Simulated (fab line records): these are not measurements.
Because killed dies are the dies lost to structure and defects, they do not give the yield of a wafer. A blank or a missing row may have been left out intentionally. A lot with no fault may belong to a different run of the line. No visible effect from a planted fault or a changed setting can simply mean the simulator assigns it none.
Chamber matching + flow n5-finfet + N5_DUMMY_GATE_ETCH_31 on rie-diel-06: 4 sister chambers
The step etches SiO2 in C4F6/O2, target depth 82.5 nm, time 27.5 s. 8 wafers are shown with their chamber, then 10 later ones without.

## WAFERS WITH THEIR CHAMBER
| wafer  | chamber | rf-vpp-V (V) | showerhead-plenum-p-Torr (Torr) |
|--------|---------|--------------|---------------------------------|
| L077.6 | 2       | 686          | 2.92                            |
| L083.1 | 1       | 656          | 2.82                            |
| L084.1 | 3       | 636          | 2.79                            |
| L084.4 | 2       | 685          | 2.92                            |
| L091.5 | 0       | 654          | 2.72                            |
| L091.6 | 3       | 635          | 2.79                            |
| L092.1 | 0       | 655          | 2.72                            |
| L092.2 | 1       | 656          | 2.81                            |

## WAFERS WITHOUT THEIR CHAMBER
| wafer  | rf-vpp-V (V) | showerhead-plenum-p-Torr (Torr) |
|--------|--------------|---------------------------------|
| L092.3 | 686          | 2.91                            |
| L092.4 | 633          | 2.79                            |
| L092.5 | 656          | 2.81                            |
| L092.6 | 686          | 2.91                            |
| L094.2 | 655          | 2.72                            |
| L094.3 | 685          | 2.91                            |
| L094.5 | 637          | 2.79                            |
| L095.1 | 656          | 2.81                            |
| L095.4 | 686          | 2.91                            |
| L095.6 | 633          | 2.78                            |

## CHAMBER TAKEN BY EACH
| wafer  | from the rows above | in truth |
|--------|---------------------|----------|
| L092.3 | 2                   | 2        |
| L092.4 | 3                   | 3        |
| L092.5 | 1                   | 1        |
| L092.6 | 2                   | 2        |
| L094.2 | 0                   | 0        |
| L094.3 | 2                   | 2        |
| L094.5 | 3                   | 3        |
| L095.1 | 1                   | 1        |
| L095.4 | 2                   | 2        |
| L095.6 | 3                   | 3        |
Placed correctly: 10 of 10. Left unplaced by these rows: 0. Placed wrongly: 0.
How it was worked out, from the rows above alone: a wafer's distance from a chamber is the root of the sum, over the readings, of the square of ((its reading less the chamber's mean) divided by the reading's scatter). The wafer belongs to the nearest chamber; if the next one is less than 2 further off, it can't be placed. A chamber's mean is the mean of its shown wafers. The scatter is the square root of a quotient: the sum, over the shown wafers, of each reading's squared deviation from its chamber's mean, divided by wafers minus chambers.
